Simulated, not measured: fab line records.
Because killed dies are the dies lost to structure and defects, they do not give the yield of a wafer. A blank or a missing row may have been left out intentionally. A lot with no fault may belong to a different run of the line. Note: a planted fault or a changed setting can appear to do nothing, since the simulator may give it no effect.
Chamber matching || flow nand_harc || NHARC_A_CHANNEL_FILL_D1_ALD_02 on ald_hk-04: 4 sister chambers
The step deposits SiO2, target thk 6 nm, pulse time 10 s, ald cycles 60. 8 wafers are shown with their chamber, then 9 later ones without.

## WAFERS PAIRED WITH THEIR CHAMBERS
{"wafer": "L083.1", "chamber": 1, "heater_power_w (W)": 391, "precursor_pulse_height_rel": 1.010}
{"wafer": "L083.3", "chamber": 3, "heater_power_w (W)": 446, "precursor_pulse_height_rel": 0.975}
{"wafer": "L083.4", "chamber": 0, "heater_power_w (W)": 513, "precursor_pulse_height_rel": 0.977}
{"wafer": "L089.5", "chamber": 3, "heater_power_w (W)": 434, "precursor_pulse_height_rel": 0.954}
{"wafer": "L089.6", "chamber": 2, "heater_power_w (W)": 519, "precursor_pulse_height_rel": 1.001}
{"wafer": "L090.2", "chamber": 2, "heater_power_w (W)": 518, "precursor_pulse_height_rel": 0.978}
{"wafer": "L090.5", "chamber": 0, "heater_power_w (W)": 518, "precursor_pulse_height_rel": 1.000}
{"wafer": "L090.6", "chamber": 1, "heater_power_w (W)": 392, "precursor_pulse_height_rel": 1.013}

## WAFERS WITHOUT THEIR CHAMBER
{"wafer": "L092.2", "heater_power_w (W)": 375, "precursor_pulse_height_rel": 1.002}
{"wafer": "L092.5", "heater_power_w (W)": 393, "precursor_pulse_height_rel": 0.992}
{"wafer": "L092.6", "heater_power_w (W)": 516, "precursor_pulse_height_rel": 0.990}
{"wafer": "L094.2", "heater_power_w (W)": 504, "precursor_pulse_height_rel": 0.955}
{"wafer": "L094.3", "heater_power_w (W)": 375, "precursor_pulse_height_rel": 1.027}
{"wafer": "L094.5", "heater_power_w (W)": 504, "precursor_pulse_height_rel": 1.035}
{"wafer": "L097.1", "heater_power_w (W)": 508, "precursor_pulse_height_rel": 0.968}
{"wafer": "L097.2", "heater_power_w (W)": 392, "precursor_pulse_height_rel": 1.010}
{"wafer": "L097.5", "heater_power_w (W)": 404, "precursor_pulse_height_rel": 1.013}

## THE CHAMBER EACH PASSED THROUGH
{"wafer": "L092.2", "from the rows above": 1, "in truth": 1}
{"wafer": "L092.5", "from the rows above": 1, "in truth": 1}
{"wafer": "L092.6", "from the rows above": "can't be placed: 0 or 2", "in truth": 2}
{"wafer": "L094.2", "from the rows above": "can't be placed: 0 or 2", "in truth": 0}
{"wafer": "L094.3", "from the rows above": 1, "in truth": 1}
{"wafer": "L094.5", "from the rows above": "can't be placed: 0 or 2", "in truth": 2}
{"wafer": "L097.1", "from the rows above": "can't be placed: 0 or 2", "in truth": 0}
{"wafer": "L097.2", "from the rows above": 1, "in truth": 1}
{"wafer": "L097.5", "from the rows above": 1, "in truth": 1}
Placed correctly: 5 of 9. Can't be placed from these rows: 4 (the true chamber is among the candidates in 4). Wrongly placed: 0.
How it was worked out, from the rows above alone: a wafer's distance from a chamber is the root of the sum, over the readings, of the square of ((its reading less the chamber's mean) divided by the reading's scatter). If the next closest chamber is less than 2 further off than the closest, the wafer can't be placed; otherwise it belongs to the closest. The mean given for a chamber averages the wafers shown for that chamber. The scatter is the square root of a quotient: the sum, over the shown wafers, of each reading's squared deviation from its chamber's mean, divided by wafers minus chambers.
